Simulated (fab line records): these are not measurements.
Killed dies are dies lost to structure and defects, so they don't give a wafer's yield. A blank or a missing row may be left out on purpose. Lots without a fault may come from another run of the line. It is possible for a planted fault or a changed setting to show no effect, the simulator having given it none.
3 desks looking at one fault :: flow n5-finfet :: every desk sees just its own numbers, and what lay behind them comes last

METROLOGY DESK
Means of the sampled wafers that have a number, per lot and without regard to the tool the lot ran on: this is what the gauges read. Any lot whose mean is over 4 standard deviations away from the usual mean is out of limits and marked OUT; that distance is given in the brackets. Shown are 7 of the 25 readings it has, namely the first that went out of limits plus those furthest out on some lot.
Columns: A = COMB_M10 at N5_BEOL_M15_RC_MEAS_101, usual 1.5e-11 S/m; B = COMB_M14 at N5_BEOL_M15_RC_MEAS_101, usual 3.4e-12 S/m; C = COMB_M9 at N5_BEOL_M15_RC_MEAS_101, usual 1.4e-11 S/m; D = SERP_M10_max_site at N5_BEOL_M15_RC_MEAS_101, usual 3.13 ohm/um; E = SERP_M14 at N5_BEOL_M15_RC_MEAS_101, usual 0.159 ohm/um; F = SERP_M7 at N5_BEOL_M15_RC_MEAS_101, usual 13.9 ohm/um; G = SERP_M7_max_site at N5_BEOL_M15_RC_MEAS_101, usual 14.5 ohm/um
lot: L657
first seen here: day 12 07:33
A: 1.6e-11
B: 2.5e-12
C: 1.8e-11
D: 3.14
E: 0.158
F: 13.9
G: 14.2

lot: L659
first seen here: day 12 20:20
A: 1.2e-11
B: 3.8e-12
C: 1.3e-11
D: 3.24
E: 0.161
F: 14.0
G: 14.4

lot: L660
first seen here: day 13 00:35
A: 1.8e-11
B: 3.5e-12
C: 1.2e-11
D: 3.18
E: 0.159
F: 13.9
G: 14.5

lot: L661
first seen here: day 13 04:37
A: 2.3e-11
B: 5.7e-12
C: 1.5e-11
D: 3.16
E: 0.156
F: 13.4
G: 13.8

lot: L666
first seen here: day 14 06:26
A: 1.0e-11
B: 2.9e-12
C: 1.2e-11
D: 3.32
E: 0.153
F: 17.8 (+7.6) OUT
G: 18.4 (+6.6) OUT

lot: L677
first seen here: day 16 20:55
A: 2.3e-11
B: 3.2e-12
C: 1.2e-11
D: 3.17
E: 0.162
F: 14.0
G: 14.7

lot: L676
first seen here: day 17 01:14
A: 1.8e-11
B: 3.2e-12
C: 1.9e-11
D: 3.16
E: 0.152
F: 13.6
G: 14.2

lot: L680
first seen here: day 18 08:22
A: 1.1e-11
B: 3.1e-12
C: 8.3e-12
D: 3.06
E: 0.160
F: 14.0
G: 14.7
This desk finds L666 out of limits, with the earliest case on L666 at day 14 06:26 (SERP_M7 at N5_BEOL_M15_RC_MEAS_101). L657, L659, L660, L661, L677, L676, L680: within limits.

THE DEFECT DESK
What the inspections along the route counted, lot by lot: means of the sampled wafers that have a number. Any lot whose mean is over 4 standard deviations away from the usual mean is out of limits and marked OUT; that distance is given in the brackets.
Columns: A = raw-defect-count at N5_BEOL_M15_INSPECT_55, usual 73
lot: L657
first seen here: day 12 07:22
A: 47

lot: L659
first seen here: day 12 20:09
A: 68

lot: L660
first seen here: day 13 00:16
A: 62

lot: L661
first seen here: day 13 04:26
A: 70

lot: L666
first seen here: day 14 05:47
A: 62

lot: L677
first seen here: day 16 20:53
A: 91

lot: L676
first seen here: day 17 01:13
A: 86

lot: L680
first seen here: day 18 08:20
A: 67
This desk's finding: nothing out of limits on any of the 8 lots.

THE TOOL OWNER'S DESK: pecvd-03
The tool's own readings at N5_BEOL_M11_PECVD_70 (deposits SiO2 from TEOS/O2, target thk 20 nm, time 22.7 s): means of the sampled wafers that have a number, for each lot that ran on this tool. Any lot whose mean is over 4 standard deviations away from the usual mean is out of limits and marked OUT; that distance is given in the brackets.
Columns: A = heater-power-w at N5_BEOL_M11_PECVD_70, usual 667 W; B = showerhead-plenum-p-Torr at N5_BEOL_M11_PECVD_70, usual 8.80 Torr; C = throttle-valve-pct at N5_BEOL_M11_PECVD_70, usual 22.3 %
lot: L657
first seen here: day 10 20:38
A: 598
B: 8.76
C: 21.5

lot: L659
first seen here: day 11 04:35
A: 683
B: 8.83
C: 22.5

lot: L660
first seen here: day 11 11:43
A: 611
B: 8.83
C: 22.5

lot: L661
first seen here: day 11 21:05
A: 659
B: 8.82
C: 22.5

lot: L666
first seen here: day 12 17:31
A: 641
B: 8.72
C: 21.7
This desk's finding: nothing out of limits on any of the 5 lots.

PUT TOGETHER
The metrology desk could have raised an alarm at day 14 06:26, on L666.
Nothing the defect desk looked at was out of limits.
The desk of the tool owner found nothing out of limits.
The defect desk has L666 on record, within its limits.
On record at the tool owner's desk: L666, within its limits.
The lots listed all ran N5_BEOL_M11_PECVD_70 on pecvd-03.

WHAT THE SIMULATOR PUT IN
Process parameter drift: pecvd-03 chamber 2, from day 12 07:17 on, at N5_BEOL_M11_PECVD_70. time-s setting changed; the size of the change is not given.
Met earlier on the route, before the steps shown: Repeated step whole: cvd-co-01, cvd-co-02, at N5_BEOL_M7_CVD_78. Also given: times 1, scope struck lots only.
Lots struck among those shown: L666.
Per desk, hours elapsed from the start of the fault to the first reading out of limits: for the metrology desk, 47.
